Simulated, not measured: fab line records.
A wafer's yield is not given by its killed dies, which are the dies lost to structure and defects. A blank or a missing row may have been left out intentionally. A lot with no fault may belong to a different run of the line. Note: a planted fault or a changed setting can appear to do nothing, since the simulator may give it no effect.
Chamber matching ; flow n5-finfet ; ald-sin-03 running N5_BEOL_M0_SAQP_ALD_48: 4 sister chambers
The step deposits SiO2, target thk 20 nm, pulse time 1 s, co reactant pulse time 1 s. 4 wafers are shown with their chamber, then 11 later ones without.

WAFERS PAIRED WITH THEIR CHAMBERS
wafer;chamber;heater-power-w (W)
L085.5;3;88
L086.2;0;73
L086.6;1;85
L087.1;2;71

WAFERS WITHOUT THEIR CHAMBER
wafer;heater-power-w (W)
L087.2;76
L087.3;86
L089.1;75
L089.3;86
L089.6;72
L090.3;87
L090.4;88
L090.6;85
L094.1;71
L094.4;84
L094.6;85

CHAMBER TAKEN BY EACH
wafer;from the rows above;in truth
L087.2;can't be placed: 0 or 2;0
L087.3;can't be placed: 1 or 3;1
L089.1;can't be placed: 0 or 2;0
L089.3;can't be placed: 1 or 3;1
L089.6;can't be placed: 0 or 2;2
L090.3;can't be placed: 3 or 1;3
L090.4;3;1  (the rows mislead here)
L090.6;1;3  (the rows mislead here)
L094.1;can't be placed: 2 or 0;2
L094.4;1;1
L094.6;1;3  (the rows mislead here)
Correct placement for 1 of the 11. Unplaceable from these rows: 7, with the true chamber sitting among the candidates in 7. Number placed wrongly: 3.
How it was worked out, from the rows above alone: a wafer's distance from a chamber is the root of the sum, over the readings, of the square of ((its reading less the chamber's mean) divided by the reading's scatter). The wafer belongs to the nearest chamber; if the next one is less than 2 further off, it can't be placed. The mean given for a chamber averages the wafers shown for that chamber. The scatter: root of mean squared gap, hidden wafer to nearest shown wafer, with one shown wafer a chamber.
